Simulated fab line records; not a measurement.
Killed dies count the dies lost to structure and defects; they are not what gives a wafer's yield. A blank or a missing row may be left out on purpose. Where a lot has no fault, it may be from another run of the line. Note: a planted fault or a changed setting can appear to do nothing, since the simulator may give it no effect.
Code-filled problem report in 8D (eight disciplines) form :: flow nand harc :: the parts of the form that need people (team, actions taken, sign-off) are left out

## 1. WHAT WENT WRONG
Mean of thk nm at NHARC_A_ONON_D1_THK_MEAS_11: 472 nm across 6 wafers in 2 lots; on wafers with no fault it is 1001 nm (standard deviation 9.3). That is -57 standard deviations from the usual mean.
The step: measures by ellipsometry.
Earliest sighting: wafer L181.2 on film metro-02 at day 10 16:46. At this step, 42 wafers from 14 lots have a number in the record. Rule for "out", or "out of limits": more than 4 standard deviations from the usual mean. The other wafers with a number count as sound.

## 2. WHAT IT IS, WHAT IT ISN'T
question: which readings at this step
is: thk nm
is not: -

question: which lots
is: L181, L184
is not: L170, L171, L172, L173, L174, L175, L177, L180, L188, L190, L191, L192

question: which wafers of those lots
is: all that have a number
is not: -

question: read on which gauges
is: film metro-01, film metro-02
is not: -

question: when
is: from day 10 16:46
is not: up to then (24 sound wafers); but 12 sound wafers of L188, L190, L191, L192 came after

## 3. SUSPECTS, AND WHAT RULES EACH OUT
Counting: any tool at a process step up to the reading is kept as a suspect provided that every lot that is out went through it and no sound lot did after the first of them.
- the gauge at NHARC_A_ONON_D1_THK_MEAS_11 has been ruled out. 2 gauges (film metro-01, film metro-02) read the wafers that are out.
- pecvd onon-04 at NHARC_A_ONON_D1_DEP_09 (target thk 1000 nm): kept. All lots that are out passed through it, beginning with L181 at day 10 16:19, and no sound lot followed; its final sound lot before that point was L177 at day 9 09:37.
Remaining after the count: pecvd onon-04 at NHARC_A_ONON_D1_DEP_09.

## 4. THE CAUSE (what the simulator had put in)
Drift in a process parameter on pecvd onon-04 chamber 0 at NHARC_A_ONON_D1_DEP_09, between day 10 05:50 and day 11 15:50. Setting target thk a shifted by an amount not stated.
After counting, this tool was the only one left.

## 5. THE CHAIN OF EFFECTS, in route order
Rows list readings where the struck wafers' mean (over those with a number) sits beyond 3 standard deviations from the usual. Only readings for which the record gives a usual standard deviation are gone through. hours: the time from each lot's start at the first step in this table that gives one to its start at this step, as a median over the lots. sigmas: the change in usual standard deviations.
hours: 0
step: NHARC_A_ONON_D1_THK_MEAS_11
reading: thk nm
usual: 1001 nm
on struck wafers: 472
change: -528
sigmas: -57

hours: 299
step: NHARC_END_SORT_01
reading: killed at array
usual: 28
on struck wafers: 671
change: +643
sigmas: +71

hours: 299
step: NHARC_END_SORT_01
reading: killed dies
usual: 32
on struck wafers: 677
change: +645
sigmas: +72

## 6. HOW IT WOULD HAVE BEEN CAUGHT EARLIER
In this record the first reading out of limits at a measuring or inspecting step was taken at day 10 16:46, 11 hours after the fault began at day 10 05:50.
Among the 2 lots that are out, L184 began NHARC_A_ONON_D1_DEP_09 on pecvd onon-04 after day 10 16:46. A tool hold placed at that time would have kept it from harm.
